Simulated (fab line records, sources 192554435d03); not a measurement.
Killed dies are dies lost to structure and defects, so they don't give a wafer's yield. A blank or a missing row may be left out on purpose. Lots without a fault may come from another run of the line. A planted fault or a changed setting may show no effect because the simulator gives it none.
Which tool did it? | flow n5_finfet | 11 lots, 27 wafers sampled, at 5 steps of a route of 1938

WHAT THE GAUGES READ, wafer by wafer
N5_FIN_SAQP_OCD_MEAS_76.
lot  | measured    | on     | trench_depth_nm (nm)
L562 | day 2 21:43 | ocd-01 | 126 120 125
L563 | day 3 04:26 | ocd-02 | 120 125 116
L565 | day 3 14:13 | ocd-02 | 101 100
L566 | day 3 20:44 | ocd-01 | 93 94
L567 | day 4 01:35 | ocd-02 | 119 114 121
L569 | day 4 13:35 | ocd-02 | 120 100
L577 | day 6 15:56 | ocd-02 | 124 116 114
L578 | day 6 21:29 | ocd-01 | 125 123
L579 | day 7 01:51 | ocd-02 | 117 125 121
L580 | day 7 08:42 | ocd-01 | 124 119
L581 | day 7 13:37 | ocd-01 | 127 127

WHICH TOOL RAN EACH LOT (tool, then ch and the chambers of the sampled wafers, then the start)
lot  | N5_FIN_SAQP_ETCH_69               | N5_FIN_SAQP_RECESS_71             | N5_FIN_SAQP_HM_CD_35   | N5_FIN_SAQP_FIN_ETCH_36
L562 | rie_diel-04 ch 0,1,3, day 2 20:12 | vapor_etch-02 ch 0,1, day 2 20:32 | cd_sem-03, day 2 21:26 | rie_si-04 ch 0,3, day 2 21:29
L563 | rie_diel-03 ch 0,2,3, day 3 02:17 | vapor_etch-01 ch 0,1, day 3 02:26 | cd_sem-01, day 3 04:08 | rie_si-04 ch 0,1,2, day 3 04:13
L565 | rie_diel-04 ch 0,2, day 3 12:49   | vapor_etch-01 ch 0,1, day 3 12:59 | cd_sem-03, day 3 13:55 | rie_si-04 ch 3, day 3 13:59
L566 | rie_diel-03 ch 0,2, day 3 19:13   | vapor_etch-01 ch 0, day 3 19:22   | cd_sem-03, day 3 20:26 | rie_si-04 ch 0, day 3 20:30
L567 | rie_diel-04 ch 1,2,3, day 4 00:13 | vapor_etch-02 ch 0,1, day 4 00:22 | cd_sem-02, day 4 01:18 | rie_si-03 ch 0,1,2, day 4 01:22
L569 | rie_diel-04 ch 1,3, day 4 12:11   | vapor_etch-02 ch 0,1, day 4 12:23 | cd_sem-03, day 4 13:18 | rie_si-04 ch 0,3, day 4 13:22
L577 | rie_diel-04 ch 0,1,2, day 6 14:14 | vapor_etch-01 ch 0,1, day 6 14:24 | cd_sem-03, day 6 15:38 | rie_si-03 ch 0,3, day 6 15:42
L578 | rie_diel-05 ch 0,3, day 6 19:59   | vapor_etch-01 ch 0,1, day 6 20:12 | cd_sem-01, day 6 21:13 | rie_si-04 ch 2,3, day 6 21:16
L579 | rie_diel-05 ch 0,1,3, day 7 00:22 | vapor_etch-01 ch 0,1, day 7 00:38 | cd_sem-03, day 7 01:34 | rie_si-04 ch 0,1,3, day 7 01:38
L580 | rie_diel-04 ch 0,1, day 7 07:04   | vapor_etch-01 ch 0,1, day 7 07:17 | cd_sem-03, day 7 08:25 | rie_si-05 ch 1,3, day 7 08:31
L581 | rie_diel-04 ch 0,1, day 7 12:16   | vapor_etch-01 ch 0,1, day 7 12:29 | cd_sem-03, day 7 13:20 | rie_si-04 ch 2,3, day 7 13:26
- N5_FIN_SAQP_ETCH_69: etches SOC in N2/H2, stops on SiNx, target depth 150 nm.
- N5_FIN_SAQP_RECESS_71: chemistry HF/NH3, target SiO2, target depth 3 nm, afs cycles 1, sublimation time 60 s.
- N5_FIN_SAQP_HM_CD_35: target cd 8 nm.
- N5_FIN_SAQP_FIN_ETCH_36: etches the open film in HBr/Cl2/O2, target depth 120 nm, time 50.4 s.

THE ANSWER, worked out from the rows above alone
Rule: what is usual is taken from the lots themselves. Put in order of their means at a reading, lots are off if they are a third of the lots or fewer, leave a main group of 4 or more, and stand apart from it by a gap of 3 or more times the standard deviation of the main group's means; of several such gaps the widest counts. A main group whose means are all the same, to the digits that the tables above print for the reading, isn't used. A lot without any number at a reading at which 4 lots or more have one is off too. The other lots that the step has rows for count as sound.
No lot is off at any reading shown: from this, nothing can be told.

WHAT THE SIMULATOR HAD PUT IN
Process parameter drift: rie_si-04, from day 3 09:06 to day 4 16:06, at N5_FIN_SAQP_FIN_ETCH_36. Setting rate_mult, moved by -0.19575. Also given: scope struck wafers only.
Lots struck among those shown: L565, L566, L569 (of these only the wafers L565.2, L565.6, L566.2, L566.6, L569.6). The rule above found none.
